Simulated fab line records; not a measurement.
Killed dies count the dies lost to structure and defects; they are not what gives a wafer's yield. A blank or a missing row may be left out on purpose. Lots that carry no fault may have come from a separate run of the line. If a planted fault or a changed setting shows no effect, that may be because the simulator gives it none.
Which tool did it? | flow nand-harc | 24 lots, 72 wafers sampled, at 6 steps of a route of 1302

## WHAT THE GAUGES SHOWED, per wafer
Not one reading of a measure or inspect step in the record can be checked against a usual standard deviation.

## WHICH TOOL RAN EACH LOT (tool, then ch and the chambers of the sampled wafers, then the start)
lot  | NHARC_A_STAIRCASE_ETCH_234                    | NHARC_A_STAIRCASE_ETCH_236                    | NHARC_A_STAIRCASE_HM_DEP_456  | NHARC_A_STAIRCASE_DESCUM_270       | NHARC_A_STAIRCASE_DESCUM_312       | NHARC_A_STAIRCASE_ETCH_453
L074 | rie-diel-13 ch 2,3, day 16 06:10 or earlier   | rie-diel-13 ch 1,2,3, day 16 06:10 or earlier | acl-dep-02 ch 0, day 16 06:10 | rie-diel-01 ch 2,3, day 16 09:01   | rie-diel-06 ch 0,2,3, day 17 06:50 | rie-diel-06 ch 1,2, no start
L075 | rie-diel-06 ch 0,2,3, day 16 18:12 or earlier | rie-diel-06 ch 0,2,3, day 16 18:12 or earlier | acl-dep-03 ch 0, day 16 18:12 | rie-diel-13 ch 0,1,2, day 16 20:44 | rie-diel-01 ch 1,3, day 17 14:14   | rie-diel-01 ch 0,2,3, no start
L076 | rie-diel-01 ch 0,1,2, day 16 18:03 or earlier | rie-diel-01 ch 1,2, day 16 18:03 or earlier   | acl-dep-02 ch 0, day 16 18:03 | rie-diel-06 ch 1,2,3, day 16 20:54 | rie-diel-06 ch 0,1,3, day 17 16:01 | rie-diel-06 ch 1,2,3, no start
L077 | rie-diel-01 ch 0,1,3, day 17 11:59 or earlier | rie-diel-01 ch 1,2,3, day 17 11:59 or earlier | acl-dep-03 ch 0, day 17 11:59 | rie-diel-01 ch 0,2,3, day 17 14:20 | rie-diel-01 ch 1,2,3, day 18 02:21 | rie-diel-01 ch 0,1, no start
L078 | rie-diel-06 ch 0,1,3, day 17 20:58 or earlier | rie-diel-06 ch 0,1,3, day 17 20:58 or earlier | acl-dep-03 ch 0, day 17 20:58 | rie-diel-13 ch 0,2,3, day 17 23:41 | rie-diel-06 ch 0,1,3, day 18 11:05 | rie-diel-06 ch 1,2,3, no start
L080 | rie-diel-06 ch 0,1,3, day 18 13:41 or earlier | rie-diel-06 ch 0,3, day 18 13:41 or earlier   | acl-dep-02 ch 0, day 18 13:41 | rie-diel-01 ch 1,2,3, day 18 16:13 | rie-diel-13 ch 1,2,3, day 19 05:40 | rie-diel-13 ch 1,2, no start
L079 | rie-diel-01 ch 0,1,3, day 18 13:43 or earlier | rie-diel-01 ch 1,2,3, day 18 13:43 or earlier | acl-dep-01 ch 0, day 18 13:43 | rie-diel-06 ch 0,2,3, day 18 16:34 | rie-diel-06 ch 0,2,3, day 19 07:30 | rie-diel-06 ch 0,2,3, no start
L081 | rie-diel-13 ch 0,2,3, day 19 14:04 or earlier | rie-diel-13 ch 0,3, day 19 14:04 or earlier   | acl-dep-01 ch 0, day 19 14:04 | rie-diel-06 ch 0,3, day 19 16:19   | rie-diel-13 ch 1,2, day 20 04:53   | rie-diel-13 ch 2,3, no start
L083 | rie-diel-01 ch 0,2,3, day 20 05:31 or earlier | rie-diel-01 ch 0,3, day 20 05:31 or earlier   | acl-dep-02 ch 0, day 20 05:31 | rie-diel-06 ch 2,3, day 20 08:01   | rie-diel-01 ch 0,2,3, day 20 23:24 | rie-diel-01 ch 0,2,3, no start
L082 | rie-diel-13 ch 0,2,3, day 20 07:19 or earlier | rie-diel-13 ch 0,2, day 20 07:19 or earlier   | acl-dep-02 ch 0, day 20 07:19 | rie-diel-13 ch 1,2,3, day 20 09:50 | rie-diel-01 ch 0,3, day 21 03:10   | rie-diel-01 ch 0,3, no start
L084 | rie-diel-06 ch 2,3, day 20 20:47 or earlier   | rie-diel-06 ch 0,1,3, day 20 20:47 or earlier | acl-dep-01 ch 0, day 20 20:47 | rie-diel-13 ch 0,2,3, day 20 22:53 | rie-diel-06 ch 0,3, day 21 13:43   | rie-diel-06 ch 0,1, no start
L086 | rie-diel-06 ch 0,2,3, day 21 00:04 or earlier | rie-diel-06 ch 2,3, day 21 00:04 or earlier   | acl-dep-01 ch 0, day 21 00:04 | rie-diel-01 ch 0,2, day 21 02:37   | rie-diel-01 ch 0,2,3, day 21 17:33 | rie-diel-01 ch 0,2, no start
L085 | rie-diel-06 ch 0,2,3, day 21 07:40 or earlier | rie-diel-06 ch 1,2, day 21 07:40 or earlier   | acl-dep-01 ch 0, day 21 07:40 | rie-diel-13 ch 1,2,3, day 21 09:55 | rie-diel-13 ch 0,2,3, day 22 00:22 | rie-diel-13 ch 0,1, no start
L087 | rie-diel-13 ch 1,2,3, day 21 09:50 or earlier | rie-diel-13 ch 0,2,3, day 21 09:50 or earlier | acl-dep-02 ch 0, day 21 09:50 | rie-diel-13 ch 0,1,2, day 21 12:16 | rie-diel-06 ch 0,1,3, day 22 02:12 | rie-diel-06 ch 1,2,3, no start
L088 | rie-diel-06 ch 1,2,3, day 22 09:58 or earlier | rie-diel-06 ch 0,1,2, day 22 09:58 or earlier | acl-dep-02 ch 0, day 22 09:58 | rie-diel-13 ch 1,2,3, day 22 12:52 | rie-diel-01 ch 0,2,3, day 23 02:07 | rie-diel-01 ch 0,1,2, no start
L089 | rie-diel-13 ch 1,3, day 22 10:23 or earlier   | rie-diel-13 ch 1,2,3, day 22 10:23 or earlier | acl-dep-03 ch 0, day 22 10:23 | rie-diel-01 ch 1,3, day 22 13:15   | rie-diel-01 ch 1,2,3, day 23 02:16 | rie-diel-01 ch 1,2, no start
L090 | rie-diel-01 ch 0,2, day 23 00:03 or earlier   | rie-diel-01 ch 0,1,2, day 23 00:03 or earlier | acl-dep-02 ch 0, day 23 00:03 | rie-diel-06 ch 1,2,3, day 23 02:37 | rie-diel-06 ch 0,1,3, day 23 15:01 | rie-diel-06 ch 1,2, no start
L091 | rie-diel-01 ch 1,2, day 23 19:02 or earlier   | rie-diel-01 ch 2,3, day 23 19:02 or earlier   | acl-dep-01 ch 0, day 23 19:02 | rie-diel-13 ch 2,3, day 23 21:16   | rie-diel-06 ch 0,1,3, day 24 12:01 | rie-diel-06 ch 0,2, no start
L093 | rie-diel-13 ch 0,1, day 23 18:44 or earlier   | rie-diel-13 ch 1,2,3, day 23 18:44 or earlier | acl-dep-03 ch 0, day 23 18:44 | rie-diel-06 ch 0,1, day 23 21:35   | rie-diel-13 ch 0,1,3, day 24 12:41 | rie-diel-13 ch 0,1,2, no start
L092 | rie-diel-01 ch 1,2,3, day 23 19:38 or earlier | rie-diel-01 ch 0,1,2, day 23 19:38 or earlier | acl-dep-02 ch 0, day 23 19:38 | rie-diel-01 ch 0,1, day 23 22:28   | rie-diel-06 ch 0,2,3, day 24 16:19 | rie-diel-06 ch 0,1,3, no start
L094 | rie-diel-13 ch 0,2,3, day 24 08:03 or earlier | rie-diel-13 ch 1,2,3, day 24 08:03 or earlier | acl-dep-02 ch 0, day 24 08:03 | rie-diel-13 ch 0,2, day 24 10:44   | rie-diel-06 ch 0,1,3, day 25 03:26 | rie-diel-06 ch 1,2, no start
L096 | rie-diel-01 ch 0,1,3, day 25 06:06 or earlier | rie-diel-01 ch 0,2,3, day 25 06:06 or earlier | acl-dep-02 ch 0, day 25 06:06 | rie-diel-06 ch 0,1,2, day 25 08:30 | rie-diel-06 ch 1,2,3, day 25 21:16 | rie-diel-06 ch 1,2,3, no start
L095 | rie-diel-06 ch 0,2, day 25 06:28 or earlier   | rie-diel-06 ch 0,1,3, day 25 06:28 or earlier | acl-dep-03 ch 0, day 25 06:28 | rie-diel-06 ch 0,2, day 25 09:00   | rie-diel-01 ch 0,2, day 26 01:12   | rie-diel-01 ch 1,2,3, no start
L097 | rie-diel-13 ch 2,3, day 25 15:46 or earlier   | rie-diel-13 ch 1,3, day 25 15:46 or earlier   | acl-dep-03 ch 0, day 25 15:46 | rie-diel-01 ch 0,2, day 25 18:18   | rie-diel-01 ch 2,3, day 26 08:16   | rie-diel-01 ch 2,3, no start
- NHARC_A_STAIRCASE_ETCH_234: etches the open film in C4F8/O2, target depth 100 nm, time 40.5 s.
- NHARC_A_STAIRCASE_ETCH_236: etches the open film in C4F8/O2, target depth 100 nm, time 40.5 s.
- NHARC_A_STAIRCASE_HM_DEP_456: deposits aC, target thk 3100 nm.
- NHARC_A_STAIRCASE_DESCUM_270: chemistry O2, time 3 s.
- NHARC_A_STAIRCASE_DESCUM_312: chemistry O2, time 3 s.
- NHARC_A_STAIRCASE_ETCH_453: etches the open film in CF4/O2, target depth 30 nm, overetch 3 nm, time 16.5 s.

## AS READ BY THE TOOLS THEMSELVES (means over the sampled wafers that have a number; for cases with no such wafer, the mark the record gives instead)
NHARC_A_STAIRCASE_ETCH_234.
lot  | tool        | oes-product-au (a.u.) | rf-vpp-V (V)
L074 | rie-diel-13 | 0.936                 | 897
L075 | rie-diel-06 | 0.933                 | 895
L076 | rie-diel-01 | 0.937                 | 898
L077 | rie-diel-01 | 0.948                 | 903
L078 | rie-diel-06 | 0.945                 | 891
L080 | rie-diel-06 | 0.946                 | 891
L079 | rie-diel-01 | 0.935                 | 903
L081 | rie-diel-13 | 0.956                 | 898
L083 | rie-diel-01 | 0.944                 | 900
L082 | rie-diel-13 | 0.944                 | 897
L084 | rie-diel-06 | 0.935                 | 896
L086 | rie-diel-06 | 0.943                 | 893
L085 | rie-diel-06 | 0.946                 | 894
L087 | rie-diel-13 | 0.955                 | 899
L088 | rie-diel-06 | 0.930                 | 899
L089 | rie-diel-13 | 0.957                 | 899
L090 | rie-diel-01 | 0.937                 | 897
L091 | rie-diel-01 | 0.933                 | 895
L093 | rie-diel-13 | 0.953                 | 901
L092 | rie-diel-01 | 0.940                 | 896
L094 | rie-diel-13 | 0.947                 | 896
L096 | rie-diel-01 | 0.943                 | 901
L095 | rie-diel-06 | 0.945                 | 892
L097 | rie-diel-13 | 0.952                 | 896

NHARC_A_STAIRCASE_ETCH_236.
lot  | tool        | oes-product-au (a.u.) | rf-vpp-V (V)
L074 | rie-diel-13 | 0.939                 | 900
L075 | rie-diel-06 | 0.933                 | 895
L076 | rie-diel-01 | 0.934                 | 896
L077 | rie-diel-01 | 0.947                 | 899
L078 | rie-diel-06 | 0.935                 | 891
L080 | rie-diel-06 | 0.953                 | 893
L079 | rie-diel-01 | 0.931                 | 899
L081 | rie-diel-13 | 0.952                 | 897
L083 | rie-diel-01 | 0.940                 | 904
L082 | rie-diel-13 | 0.932                 | 898
L084 | rie-diel-06 | 0.950                 | 891
L086 | rie-diel-06 | 0.944                 | 896
L085 | rie-diel-06 | 0.935                 | 890
L087 | rie-diel-13 | 0.953                 | 897
L088 | rie-diel-06 | 0.946                 | 897
L089 | rie-diel-13 | 0.960                 | 899
L090 | rie-diel-01 | 0.930                 | 898
L091 | rie-diel-01 | 0.950                 | 896
L093 | rie-diel-13 | 0.953                 | 898
L092 | rie-diel-01 | 0.938                 | 898
L094 | rie-diel-13 | 0.947                 | 899
L096 | rie-diel-01 | 0.947                 | 899
L095 | rie-diel-06 | 0.940                 | 897
L097 | rie-diel-13 | 0.951                 | 898

NHARC_A_STAIRCASE_HM_DEP_456.
lot  | tool       | throttle-valve-pct (%)
L074 | acl-dep-02 | 35.000
L075 | acl-dep-03 | 35.009
L076 | acl-dep-02 | 34.998
L077 | acl-dep-03 | 35.009
L078 | acl-dep-03 | 35.006
L080 | acl-dep-02 | 34.988
L079 | acl-dep-01 | 35.000
L081 | acl-dep-01 | 35.010
L083 | acl-dep-02 | 34.999
L082 | acl-dep-02 | 34.999
L084 | acl-dep-01 | 35.007
L086 | acl-dep-01 | 35.001
L085 | acl-dep-01 | 35.004
L087 | acl-dep-02 | 34.998
L088 | acl-dep-02 | 35.004
L089 | acl-dep-03 | 35.002
L090 | acl-dep-02 | 35.007
L091 | acl-dep-01 | 35.002
L093 | acl-dep-03 | 34.995
L092 | acl-dep-02 | 35.007
L094 | acl-dep-02 | 35.006
L096 | acl-dep-02 | 35.002
L095 | acl-dep-03 | 35.008
L097 | acl-dep-03 | 34.994

NHARC_A_STAIRCASE_DESCUM_270.
lot  | tool        | drypump-motor-current-A (A) | oes-product-au (a.u.) | rf-vpp-V (V) | showerhead-plenum-p-Torr (Torr) | throttle-valve-pct (%)
L074 | rie-diel-01 | 5.9                         | 0.995                 | 57.8         | 1.99                            | 11.318
L075 | rie-diel-13 | 5.6                         | 0.988                 | 57.4         | 1.98                            | 11.297
L076 | rie-diel-06 | 5.7                         | 0.994                 | 57.9         | 1.87                            | 11.316
L077 | rie-diel-01 | 5.7                         | 1.006                 | 58.1         | 2.00                            | 11.311
L078 | rie-diel-13 | 5.6                         | 1.005                 | 58.0         | 1.94                            | 11.312
L080 | rie-diel-01 | 5.9                         | 0.993                 | 56.6         | 1.95                            | 11.304
L079 | rie-diel-06 | 5.6                         | 0.997                 | 57.4         | 1.89                            | 11.308
L081 | rie-diel-06 | 5.2                         | 1.000                 | 56.7         | 1.88                            | 11.311
L083 | rie-diel-06 | 5.6                         | 0.995                 | 57.5         | 1.91                            | 11.309
L082 | rie-diel-13 | 5.8                         | 1.016                 | 58.5         | 1.96                            | 11.311
L084 | rie-diel-13 | 5.6                         | 1.005                 | 57.3         | 1.93                            | 11.312
L086 | rie-diel-01 | 5.5                         | 0.994                 | 57.6         | 1.94                            | 11.317
L085 | rie-diel-13 | 5.8                         | 1.007                 | 57.5         | 1.96                            | 11.308
L087 | rie-diel-13 | 5.6                         | 1.003                 | 57.3         | 1.96                            | 11.317
L088 | rie-diel-13 | 5.8                         | 1.008                 | 58.3         | 1.95                            | 11.314
L089 | rie-diel-01 | 6.0                         | 0.993                 | 58.9         | 1.96                            | 11.321
L090 | rie-diel-06 | 5.7                         | 0.996                 | 57.4         | 1.96                            | 11.319
L091 | rie-diel-13 | 5.8                         | 1.011                 | 57.1         | 1.92                            | 11.311
L093 | rie-diel-06 | 5.4                         | 1.008                 | 57.9         | 1.90                            | 11.319
L092 | rie-diel-01 | 5.6                         | 0.989                 | 58.0         | 2.00                            | 11.310
L094 | rie-diel-13 | 5.4                         | 0.998                 | 58.2         | 1.92                            | 11.311
L096 | rie-diel-06 | 5.7                         | 0.996                 | 58.1         | 1.93                            | 11.316
L095 | rie-diel-06 | 6.0                         | 1.001                 | 57.7         | 1.88                            | 11.316
L097 | rie-diel-01 | 5.4                         | 0.994                 | 57.2         | 1.98                            | 11.308

NHARC_A_STAIRCASE_DESCUM_312.
lot  | tool        | drypump-motor-current-A (A) | oes-product-au (a.u.) | rf-vpp-V (V) | showerhead-plenum-p-Torr (Torr) | throttle-valve-pct (%)
L074 | rie-diel-06 | 5.6                         | 0.993                 | 58.1         | 1.89                            | 11.310
L075 | rie-diel-01 | 6.1                         | 0.995                 | 57.7         | 2.00                            | 11.309
L076 | rie-diel-06 | 5.4                         | 0.998                 | 57.9         | 1.84                            | 11.325
L077 | rie-diel-01 | 5.9                         | 0.991                 | 58.4         | 1.95                            | 11.302
L078 | rie-diel-06 | 5.4                         | 1.007                 | 57.3         | 1.84                            | 11.310
L080 | rie-diel-13 | 5.8                         | 1.010                 | 57.9         | 1.96                            | 11.305
L079 | rie-diel-06 | 5.6                         | 0.989                 | 57.5         | 1.89                            | 11.318
L081 | rie-diel-13 | 5.8                         | 1.003                 | 58.6         | 1.99                            | 11.311
L083 | rie-diel-01 | 5.7                         | 0.993                 | 57.5         | 1.99                            | 11.306
L082 | rie-diel-01 | 5.9                         | 0.992                 | 57.8         | 2.04                            | 11.307
L084 | rie-diel-06 | 5.3                         | 0.998                 | 57.2         | 1.85                            | 11.315
L086 | rie-diel-01 | 5.7                         | 0.999                 | 58.2         | 1.99                            | 11.307
L085 | rie-diel-13 | 5.6                         | 1.007                 | 58.3         | 1.93                            | 11.318
L087 | rie-diel-06 | 5.4                         | 1.001                 | 58.6         | 1.94                            | 11.309
L088 | rie-diel-01 | 5.7                         | 0.994                 | 58.3         | 1.98                            | 11.307
L089 | rie-diel-01 | 5.9                         | 0.996                 | 57.8         | 1.94                            | 11.314
L090 | rie-diel-06 | 5.4                         | 0.999                 | 57.1         | 1.93                            | 11.314
L091 | rie-diel-06 | 5.4                         | 0.996                 | 57.8         | 1.93                            | 11.305
L093 | rie-diel-13 | 5.7                         | 1.000                 | 57.9         | 1.96                            | 11.310
L092 | rie-diel-06 | 5.6                         | 1.000                 | 58.1         | 1.87                            | 11.314
L094 | rie-diel-06 | 5.4                         | 0.999                 | 57.2         | 1.93                            | 11.316
L096 | rie-diel-06 | 5.7                         | 0.991                 | 57.3         | 1.95                            | 11.307
L095 | rie-diel-01 | 5.4                         | 0.989                 | 58.9         | 1.98                            | 11.323
L097 | rie-diel-01 | 5.7                         | 0.994                 | 57.2         | 1.92                            | 11.313

NHARC_A_STAIRCASE_ETCH_453.
lot  | tool        | drypump-motor-current-A (A) | oes_o_777_au (a.u.) | oes-product-au (a.u.) | rf-vpp-V (V) | showerhead-plenum-p-Torr (Torr) | throttle-valve-pct (%)
L074 | rie-diel-06 | 5.8                         | 0.999               | 0.987                 | 195.9        | 1.27                            | 13.409
L075 | rie-diel-01 | 5.7                         | 1.003               | 0.997                 | 198.9        | 1.39                            | 13.396
L076 | rie-diel-06 | 5.7                         | 0.999               | 0.995                 | 197.3        | 1.30                            | 13.387
L077 | rie-diel-01 | 5.6                         | 0.995               | 0.986                 | 199.8        | 1.40                            | 13.392
L078 | rie-diel-06 | 5.7                         | 1.001               | 0.996                 | 198.1        | 1.30                            | 13.404
L080 | rie-diel-13 | 5.8                         | 1.007               | 1.008                 | 199.5        | 1.39                            | 13.406
L079 | rie-diel-06 | 5.6                         | 0.999               | 0.996                 | 197.3        | 1.32                            | 13.399
L081 | rie-diel-13 | 5.8                         | 1.003               | 1.013                 | 198.1        | 1.35                            | 13.397
L083 | rie-diel-01 | 5.7                         | 1.002               | 0.996                 | 198.6        | 1.39                            | 13.394
L082 | rie-diel-01 | 5.6                         | 1.000               | 0.996                 | 198.8        | 1.42                            | 13.390
L084 | rie-diel-06 | 5.4                         | 0.998               | 1.015                 | 197.0        | 1.34                            | 13.405
L086 | rie-diel-01 | 5.4                         | 0.995               | 1.006                 | 199.2        | 1.39                            | 13.390
L085 | rie-diel-13 | 5.4                         | 0.997               | 1.007                 | 198.6        | 1.37                            | 13.402
L087 | rie-diel-06 | 5.7                         | 0.996               | 1.001                 | 197.9        | 1.37                            | 13.399
L088 | rie-diel-01 | 5.6                         | 0.995               | 0.991                 | 199.3        | 1.36                            | 13.400
L089 | rie-diel-01 | 5.7                         | 0.996               | 1.001                 | 197.5        | 1.32                            | 13.396
L090 | rie-diel-06 | 5.8                         | 1.002               | 0.993                 | 199.4        | 1.40                            | 13.401
L091 | rie-diel-06 | 5.9                         | 0.995               | 0.999                 | 197.3        | 1.31                            | 13.395
L093 | rie-diel-13 | 5.6                         | 0.998               | 0.995                 | 198.3        | 1.36                            | 13.398
L092 | rie-diel-06 | 5.4                         | 1.000               | 0.995                 | 197.6        | 1.34                            | 13.398
L094 | rie-diel-06 | 5.8                         | 1.000               | 0.996                 | 199.6        | 1.40                            | 13.396
L096 | rie-diel-06 | 5.7                         | 0.998               | 0.988                 | 199.5        | 1.36                            | 13.404
L095 | rie-diel-01 | 5.9                         | 1.002               | 1.003                 | 197.6        | 1.35                            | 13.393
L097 | rie-diel-01 | 5.9                         | 0.998               | 0.990                 | 197.9        | 1.37                            | 13.390

## THE ANSWER, worked out from the rows above alone
Rule: what is usual is taken from the lots themselves. Put in order of their means at a reading, lots are off if they are a third of the lots or fewer, leave a main group of 4 or more, and stand apart from it by a gap of 3 or more times the standard deviation of the main group's means; of several such gaps the widest counts. The tables above print the reading to a certain number of digits; a main group whose means all agree to those digits is not used. Also off: a lot with no number at a reading for which 4 or more lots have one. Where the step has rows for the other lots, those lots are counted as sound. First the gauges in route order, then the tools' own readings, where a lot's mean is used as printed above. At the first step where some lot is off, the reading lying furthest off is the one used; lots without a number count as furthest.
Nothing can be told from this: no lot is off at any reading shown.

## WHAT THE SIMULATOR HAD PUT IN
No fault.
